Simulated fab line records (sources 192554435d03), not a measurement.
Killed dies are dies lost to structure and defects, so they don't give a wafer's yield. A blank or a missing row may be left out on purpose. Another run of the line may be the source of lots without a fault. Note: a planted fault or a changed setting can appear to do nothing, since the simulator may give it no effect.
fab line records	flow n5Finfet
record: lots: 10	wafers: 30	lastDay: 18
route steps=1938 shown BEOL_M0_CUTY@710 BEOL_M0@726 BEOL_M4@1111
lots untouched by any fault: they come from a run of this same line in which no faults occurred
startH: start of the lot's first displayed wafer, in hours after the record's first day	waitH: time in hours since the lot's previous step	" same as the row above	L1.1+2: several wafers, shown together as one row	- no value, or no start given	* or withheld: withheld	< > ~ a bound
route shown NAME@n: NAME is a module with steps in the file, n the number in the route of the first one	usual: the fault-free wafers' mean and standard deviation	same: alike in all rows	chamber/n: place in a boat	sites: readings site by site	_std_site: the values' standard deviation	_edge_site: mean of outer sites minus mean of inner sites	radiusMm: for every site, how far away it sits from the centre of the wafer	mask NAME#n: copy n	behind: the most recent tool/chamber to have shaped the wafer	hold: cause of the lot's hold/its duration in hours/its outcome	device: the transistor (n, p or np) that didn't switch	end of line: the tests these same wafers got at the end of their route	where a step has no rows: the recipe by itself	killed: not the wafer's yield, but the dies lost to structure and defects at the first sort	map: the dies of a wafer, with x for killed, . for not killed, _ for no die there
set.NAME: the setting as run; set.NAME@STEP: as run at that earlier step	model.NAME: the simulator's own value behind a step, which no gauge read
route steps across a sampled set of lots; one table per step, one row per wafer
services: the hour from which a tool's chamber was out of use, counted from the record's first day as startH (under 0 if before that day), plus the number of hours and why
== steps ==
step: N5_BEOL_M0_CUTY_INSPECT_59
recipe: mode: adi	inspectInstrument: macro
usual: rawDefectCount: 2.0/1.4
lot.wafer	tool	chamber	startH	waitH	rawDefectCount
L131.1	defectInspect-02	-	112.20	0.0	3
L131.4	"	-	"	"	2
L131.6	"	-	"	"	3
L132.1	defectInspect-01	-	120.77	0.0	3
L132.4	"	-	"	"	1
L132.5	"	-	"	"	1
L135.1	defectInspect-01	-	135.77	0.0	3
L135.4	"	-	"	"	2
L135.6	"	-	"	"	1
L143.1	defectInspect-02	-	187.51	0.0	1
L143.4	"	-	"	"	1
L143.5	"	-	"	"	0
L145.1	defectInspect-02	-	207.70	0.0	0
L145.4	"	-	"	"	4
L145.6	"	-	"	"	1
L147.1	defectInspect-01	-	211.87	0.0	1
L147.5	"	-	"	"	3
L147.6	"	-	"	"	7
L148.2	defectInspect-01	-	216.94	0.0	2
L148.3	"	-	"	"	3
L148.4	"	-	"	"	2
L149.2	defectInspect-02	-	227.59	0.0	5
L149.4	"	-	"	"	3
L149.5	"	-	"	"	0
L150.2	defectInspect-02	-	228.55	0.0	4
L150.3	"	-	"	"	2
L150.4	"	-	"	"	1
L151.2	defectInspect-02	-	232.33	0.0	3
L151.4	"	-	"	"	3
L151.5	"	-	"	"	4
step: N5_BEOL_M0_ETCH_109
recipe: chemistry: CH3F/O2	targetDepthA: 80	overetchA: 24	target: SiCN	timeS: 27.4	ionEnergyEv: 120	pressureMtorr: 30	sourceW: 395	biasW: 75	Ar_flow_sccm: 150	CH3F_flow_sccm: 30	O2_flow_sccm: 20
usual: biasW: 75.01/0.22	drypumpMotorCurrentA: 5.6/0.5	oesProductAu: 0.71/0.069	rfVppV: 297.9/1.9	showerheadPlenumPTorr: 2.03/0.084	throttleValvePct: 16.23/0.2
lot.wafer	tool	chamber	startH	waitH	biasW	drypumpMotorCurrentA	oesProductAu	rfHoursCounterH	rfVppV	showerheadPlenumPTorr	throttleValvePct
L131.1	rieDiel-01	1	114.07	0.0	75.30	5.1	0.77	16	299.5	2.13	16.16
L131.4	"	3	"	"	74.99	6.3	0.81	11	297.7	1.97	16.23
L131.6	"	1	"	"	75.36	5.1	0.77	-	299.8	2.13	16.15
L132.1	rieDiel-03	0	124.19	0.0	74.79	5.5	0.58	234	297.7	1.96	16.32
L132.4	"	1	"	"	74.89	6.5	0.75	36	299.6	2.12	16.19
L132.5	"	2	"	"	75.08	5.3	0.64	-	295.5	1.91	16.46
L135.1	rieDiel-03	0	138.12	0.0	75.31	5.5	0.58	240	296.2	1.96	16.35
L135.4	"	2	"	"	74.82	5.3	0.64	187	295.0	1.91	16.46
L135.6	"	1	"	"	74.58	6.5	0.75	-	299.1	2.12	16.20
L143.1	rieDiel-03	0	190.23	0.5	94.55	5.5	0.85	2	342.6	1.96	15.91
L143.4	"	0	"	"	94.40	5.5	0.86	-	342.8	1.96	15.91
L143.5	"	1	"	"	94.62	6.5	0.73	-	346.7	2.11	16.25
L145.1	rieDiel-03	3	212.01	0.0	94.13	4.8	0.60	212	345.5	2.06	16.62
L145.4	"	1	"	"	94.42	6.5	0.71	75	345.2	2.11	16.26
L145.6	"	2	"	"	94.69	5.3	0.61	-	341.3	1.90	16.52
L147.1	rieDiel-04	1	215.11	0.0	74.85	5.1	0.73	37	299.6	2.12	15.94
L147.5	"	3	"	"	75.34	6.1	0.83	-	301.0	2.14	16.23
L147.6	"	0	"	"	74.95	5.3	0.74	-	297.2	1.95	16.18
L148.2	rieDiel-01	1	218.32	0.0	74.90	5.1	0.73	49	298.9	2.12	16.23
L148.3	"	2	"	"	75.40	5.3	0.76	32	299.3	2.13	16.16
L148.4	"	0	"	"	74.93	5.7	0.68	107	296.9	2.01	16.22
L149.2	rieDiel-01	2	230.87	0.9	75.51	5.3	0.76	36	299.1	2.13	16.14
L149.4	"	3	"	"	74.77	6.3	0.73	46	296.8	1.96	16.31
L149.5	"	1	"	"	75.33	5.1	0.74	-	299.6	2.12	16.23
L150.2	rieDiel-04	3	235.68	0.0	75.08	6.0	0.80	13	299.5	2.13	16.25
L150.3	"	0	"	"	75.03	5.3	0.73	60	296.4	1.95	16.19
L150.4	"	1	"	"	74.95	5.0	0.72	43	299.2	2.11	15.95
L151.2	rieDiel-04	1	235.88	0.0	74.97	5.1	0.74	43	299.4	2.11	15.95
L151.4	"	0	"	"	74.79	5.3	0.72	60	294.8	1.95	16.20
L151.5	"	1	"	"	75.16	5.1	0.73	-	301.0	2.11	15.94
step: N5_BEOL_M0_SPUTTER_116
recipe: material: Cu	targetThkA: 40	tempC: -20	chamberPressurePa: 0.07	powerW: withheld	timeS: 7.37
usual: throttleValvePct: 30.4/0.64
lot.wafer	tool	chamber	startH	waitH	throttleValvePct
L131.1	pvdSputter-02	-	117.08	1.8	31.2
L131.4	"	-	"	"	30.1
L131.6	"	-	"	"	30.1
L132.1	pvdSputter-02	-	125.62	0.3	29.7
L132.4	"	-	"	"	30.9
L132.5	"	-	"	"	29.5
L135.1	pvdSputter-01	-	139.38	0.1	31.8
L135.4	"	-	"	"	31.4
L135.6	"	-	"	"	30.2
L143.1	pvdSputter-02	-	192.66	0.1	31.1
L143.4	"	-	"	"	29.6
L143.5	"	-	"	"	30.1
L145.1	pvdSputter-01	-	212.70	0.1	30.8
L145.4	"	-	"	"	31.5
L145.6	"	-	"	"	30.4
L147.1	pvdSputter-03	-	217.99	0.3	29.9
L147.5	"	-	"	"	30.4
L147.6	"	-	"	"	30.0
L148.2	pvdSputter-03	-	221.21	1.7	30.4
L148.3	"	-	"	"	29.4
L148.4	"	-	"	"	30.3
L149.2	pvdSputter-02	-	233.23	0.1	29.9
L149.4	"	-	"	"	29.9
L149.5	"	-	"	"	30.4
L150.2	pvdSputter-01	-	236.64	0.1	31.5
L150.3	"	-	"	"	30.8
L150.4	"	-	"	"	31.6
L151.2	pvdSputter-03	-	241.31	0.1	29.4
L151.4	"	-	"	"	30.0
L151.5	"	-	"	"	30.8
step: N5_BEOL_M0_ANNEAL_135
recipe: tempC: 400	timeS: 60	ambient: vacuum
usual: heaterPowerW: 832/49
lot.wafer	tool	chamber	startH	waitH	heaterPowerW
L131.1	pvdSputter-02	-	117.40	0.0	861
L131.4	"	-	"	"	864
L131.6	"	-	"	"	899
L132.1	pvdSputter-02	-	125.94	0.0	776
L132.4	"	-	"	"	859
L132.5	"	-	"	"	808
L135.1	pvdSputter-01	-	139.70	0.0	782
L135.4	"	-	"	"	720
L135.6	"	-	"	"	850
L143.1	pvdSputter-02	-	192.98	0.0	877
L143.4	"	-	"	"	779
L143.5	"	-	"	"	901
L145.1	pvdSputter-01	-	213.02	0.0	818
L145.4	"	-	"	"	792
L145.6	"	-	"	"	854
L147.1	pvdSputter-03	-	218.31	0.0	818
L147.5	"	-	"	"	779
L147.6	"	-	"	"	858
L148.2	pvdSputter-03	-	221.53	0.0	870
L148.3	"	-	"	"	820
L148.4	"	-	"	"	787
L149.2	pvdSputter-02	-	233.55	0.0	787
L149.4	"	-	"	"	890
L149.5	"	-	"	"	891
L150.2	pvdSputter-01	-	236.96	0.0	800
L150.3	"	-	"	"	865
L150.4	"	-	"	"	702
L151.2	pvdSputter-03	-	241.63	0.0	812
L151.4	"	-	"	"	804
L151.5	"	-	"	"	747
step: N5_BEOL_M4_RC_MEAS_101
usual: DIBL_N: 36.6/1.1	DIBL_P: 36.8/1.6	IOFF_N: 0.169/0.024	IOFF_P: 0.206/0.028	ION_N: 679/9.2	ION_P: 462/7	SS_N: 71.6/0.57	SS_P: 73.3/0.57	VT_N: 248.8/2.4	VT_P: -251/3
lot.wafer	tool	chamber	startH	waitH	DIBL_N[mV/V]	DIBL_P[mV/V]	IOFF_N[nA/um]	IOFF_P[nA/um]	ION_N[uA/um]	ION_P[uA/um]	SS_N[mV/dec]	SS_P[mV/dec]	VT_N[mV]	VT_P[mV]
L131.1	prober-02	0	193.26	0.0	36.5	36.2	0.161	0.177	674	462	70.6	73.1	248.3	-256
L131.4	"	0	"	"	36.5	36.3	0.161	0.175	688	460	71.0	73.1	249.3	-255
L131.6	"	0	"	"	34.9	33.7	0.131	0.148	659	453	70.3	72.7	254.6	-258
L132.1	prober-01	0	201.25	0.0	36.0	36.4	0.155	0.200	667	450	71.4	73.4	250.5	-254
L132.4	"	0	"	"	36.7	37.5	0.184	0.223	683	461	72.0	72.9	245.8	-250
L132.5	"	0	"	"	35.0	34.9	0.150	0.181	666	451	70.9	73.3	249.7	-256
L135.1	prober-02	0	229.51	0.0	36.5	39.0	0.202	0.228	691	468	72.6	74.4	246.6	-251
L135.4	"	0	"	"	36.4	39.1	0.185	0.222	682	463	72.5	73.7	250.5	-251
L135.6	"	0	"	"	37.8	39.4	0.219	0.236	681	461	72.2	74.2	246.0	-254
L143.1	prober-02	0	265.58	0.0	37.6	37.7	0.163	0.228	664	462	72.5	73.2	249.0	-248
L143.4	"	0	"	"	38.2	38.5	0.178	0.236	679	469	71.9	73.2	251.6	-249
L143.5	"	0	"	"	37.5	37.5	0.157	0.213	682	466	71.6	73.4	249.4	-248
L145.1	prober-01	0	296.98	0.0	39.0	39.9	0.242	0.255	699	472	72.5	74.6	244.5	-249
L145.4	"	0	"	"	36.8	37.9	0.184	0.220	682	466	71.7	74.2	246.4	-250
L145.6	"	0	"	"	38.3	39.2	0.216	0.239	696	465	73.1	73.8	244.0	-249
L147.1	prober-01	0	299.44	0.0	35.0	33.5	0.128	0.166	667	454	70.8	72.3	254.6	-254
L147.5	"	0	"	"	34.8	33.7	0.135	0.166	665	456	71.5	72.3	251.3	-255
L147.6	"	0	"	"	35.8	34.4	0.142	0.176	667	458	71.3	73.0	251.5	-253
L148.2	prober-02	0	299.86	0.2	37.6	36.6	0.173	0.171	673	447	71.0	73.9	248.9	-255
L148.3	"	0	"	"	38.0	37.1	0.187	0.183	680	453	72.1	73.8	248.6	-259
L148.4	"	0	"	"	36.0	34.8	0.149	0.158	673	451	71.1	73.6	251.8	-258
L149.2	prober-01	0	304.94	0.2	36.6	36.3	0.168	0.195	676	460	71.5	73.1	247.7	-249
L149.4	"	0	"	"	38.3	37.9	0.202	0.221	680	467	71.9	73.3	247.3	-250
L149.5	"	0	"	"	38.3	38.0	0.201	0.219	678	461	72.1	73.6	246.5	-249
L150.2	prober-02	0	306.90	0.2	36.7	35.8	0.169	0.236	681	468	71.6	72.7	248.6	-248
L150.3	"	0	"	"	35.1	34.5	0.149	0.217	677	469	71.0	73.1	249.2	-249
L150.4	"	0	"	"	36.9	36.0	0.172	0.234	684	468	72.2	72.9	246.8	-248
L151.2	prober-02	0	316.62	0.2	36.3	37.4	0.169	0.221	673	466	71.8	73.9	249.2	-247
L151.4	"	0	"	"	35.4	36.6	0.160	0.210	678	466	72.1	73.6	249.0	-251
L151.5	"	0	"	"	35.3	36.5	0.150	0.212	672	466	72.1	73.2	253.6	-251
== services ==
tool	chamber	startH	hours	kind
rieDiel-04	1	92.78	-	clean
rieDiel-04	1	92.78	-	consumableReplace:focusRing
rieDiel-04	1	92.78	-	consumableReplace:showerhead
rieDiel-04	1	92.78	18.6	scheduledDown
rieDiel-04	1	92.78	18.6	ventCycle
rieDiel-04	3	103.26	4.3	repair
pvdSputter-01	-	115.28	5.0	repair
rieDiel-01	-	129.43	10.9	repair
pvdSputter-01	-	137.31	1.3	repair
rieDiel-04	3	138.33	9.4	repair
rieDiel-01	2	143.52	8.2	repair
pvdSputter-03	-	164.50	2.8	repair
rieDiel-03	0	165.44	-	clean
rieDiel-03	0	165.44	-	consumableReplace:focusRing
rieDiel-03	0	165.44	20.8	scheduledDown
rieDiel-03	0	165.44	20.8	ventCycle
rieDiel-04	3	182.81	-	clean
rieDiel-04	3	182.81	-	consumableReplace:focusRing
rieDiel-04	3	182.81	-	consumableReplace:showerhead
rieDiel-04	3	182.81	17.6	scheduledDown
rieDiel-04	3	182.81	17.6	ventCycle
== key ==
firstSign: step: N5_BEOL_M0_ETCH_109	reading: biasW	direction: up	sigmas: 88	usual: *	struck: *
effect: step: N5_BEOL_M0_ETCH_109	reading: rfVppV	direction: up	sigmas: 24	usual: 297.9	struck: 344.0
metAt N5_BEOL_M0_ETCH_109
struckLots L143,L145
notActingAt N5_BEOL_M0_CUTY_INSPECT_59,N5_BEOL_M0_SPUTTER_116,N5_BEOL_M0_ANNEAL_135
onsetBetween 138.12 190.23
fault: kind: processParameterDrift	tool: rieDiel-03	chamber: -	onsetH: 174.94	steps: N5_BEOL_M0_ETCH_109	channel: biasW	offset: *	shape: step	endH: 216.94	actsIn: *	stated: *
